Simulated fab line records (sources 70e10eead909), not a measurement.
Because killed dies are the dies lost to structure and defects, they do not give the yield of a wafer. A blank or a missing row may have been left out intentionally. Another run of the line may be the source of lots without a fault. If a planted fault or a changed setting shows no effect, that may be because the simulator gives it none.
Tool commonality check | flow nand-harc | 13 lots and 39 wafers in the sample

== REASON FOR OPENING ==
Flagged at NHARC_P_ZERO_WELL_CD_MEAS_52: reading cd-nm, on 1 of 13 lots. Wafers without a fault read 1999.9 nm, standard deviation 2.5.
Rule: a lot is flagged when every wafer of it that has a number lies more than 4 standard deviations from that mean, or none has a number. As for the other lots, they are considered sound.

lot  | measured    | on        | cd-nm (nm), wafer by wafer | flag
L119 | day 1 17:53 | cd-sem-01 | 1996.3 2000.8 1998.6       |
L120 | day 1 23:46 | cd-sem-03 | 2003.5 1998.4 1994.5       |
L122 | day 2 11:35 | cd-sem-01 | 1998.7 1998.0 2000.9       |
L123 | day 2 17:45 | cd-sem-02 | 1851.1 1849.8 1854.4       | FLAGGED
L129 | day 4 05:41 | cd-sem-03 | 1999.7 1996.7 1996.6       |
L133 | day 5 07:04 | cd-sem-02 | 2005.2 1999.4 2000.5       |
L134 | day 5 11:40 | cd-sem-02 | 1999.3 1999.2 1998.9       |
L136 | day 5 23:46 | cd-sem-01 | 2004.3 1997.8 2001.6       |
L137 | day 6 06:05 | cd-sem-01 | 1998.2 2002.1 2002.2       |
L138 | day 6 11:46 | cd-sem-03 | 1997.5 1999.2 1999.2       |
L139 | day 6 17:34 | cd-sem-01 | 2004.3 1998.6 1996.3       |
L140 | day 6 23:52 | cd-sem-02 | 2001.2 1995.0 1996.6       |
L141 | day 7 05:29 | cd-sem-01 | 2002.8 2001.4 2000.6       |
The numbers of the flagged lots are 1851.8 nm on average: -148.1 nm against the usual, or -59 standard deviations.

== WHICH TOOL EACH LOT WENT THROUGH ==
The record keeps 1 process step preceding the reading, out of 1159 steps on the route. Cell contents, in order: the tool; ch with the chambers the sampled wafers went through; the start.
lot  | flag    | NHARC_P_ZERO_WELL_EXPOSE_49
L119 |         | krf-scanner-01 ch 0, day 1 17:44
L120 |         | krf-scanner-03 ch 0, day 1 23:36
L122 |         | krf-scanner-04 ch 0, day 2 11:25
L123 | FLAGGED | krf-scanner-01 ch 0, day 2 17:35
L129 |         | krf-scanner-04 ch 0, day 4 05:32
L133 |         | krf-scanner-04 ch 0, day 5 06:55
L134 |         | krf-scanner-04 ch 0, day 5 11:31
L136 |         | krf-scanner-04 ch 0, day 5 23:37
L137 |         | krf-scanner-01 ch 0, day 6 05:56
L138 |         | krf-scanner-01 ch 0, day 6 11:36
L139 |         | krf-scanner-01 ch 0, day 6 17:24
L140 |         | krf-scanner-04 ch 0, day 6 23:43
L141 |         | krf-scanner-03 ch 0, day 7 05:19
What the steps here do:
- NHARC_P_ZERO_WELL_EXPOSE_49: exposes mask P HVPW, target cd 2000 nm.
- NHARC_P_ZERO_WELL_CD_MEAS_52: target cd 2000 nm.

== FLAGGED AGAINST TOTAL, ONE TOOL AT A TIME (gauges that did the reading follow at the end) ==
step                         | tool           | lots run | flagged | share of the flagged lots | sound lots run after its first flagged lot
NHARC_P_ZERO_WELL_EXPOSE_49  | krf-scanner-01 | 5        | 1       | all                       | 3 (L137,L138,L139)
NHARC_P_ZERO_WELL_EXPOSE_49  | krf-scanner-03 | 2        | 0       | none                      | -
NHARC_P_ZERO_WELL_EXPOSE_49  | krf-scanner-04 | 6        | 0       | none                      | -
NHARC_P_ZERO_WELL_CD_MEAS_52 | cd-sem-01      | 6        | 0       | none                      | -
NHARC_P_ZERO_WELL_CD_MEAS_52 | cd-sem-02      | 4        | 1       | all                       | 3 (L133,L134,L140)
NHARC_P_ZERO_WELL_CD_MEAS_52 | cd-sem-03      | 3        | 0       | none                      | -

== WHAT THE TABLE PERMITS ==
Rows of the table that ran all the flagged lots, 2 in number: krf-scanner-01 at NHARC_P_ZERO_WELL_EXPOSE_49; cd-sem-02 at NHARC_P_ZERO_WELL_CD_MEAS_52.
- krf-scanner-01 at NHARC_P_ZERO_WELL_EXPOSE_49 ran 5 lots, 1 of them flagged. After the first flagged lot (L137, L138, L139), sound lots still ran on it; a lasting fault on the whole tool would not permit that.
- cd-sem-02 at NHARC_P_ZERO_WELL_CD_MEAS_52 ran 4 lots, 1 of them flagged. After the first flagged lot (L133, L134, L140), sound lots still ran on it; a lasting fault on the whole tool would not permit that.
There is no row in the table that ran each flagged lot and no sound lot after the first.

== WHAT HAD BEEN PUT IN BY THE SIMULATOR ==
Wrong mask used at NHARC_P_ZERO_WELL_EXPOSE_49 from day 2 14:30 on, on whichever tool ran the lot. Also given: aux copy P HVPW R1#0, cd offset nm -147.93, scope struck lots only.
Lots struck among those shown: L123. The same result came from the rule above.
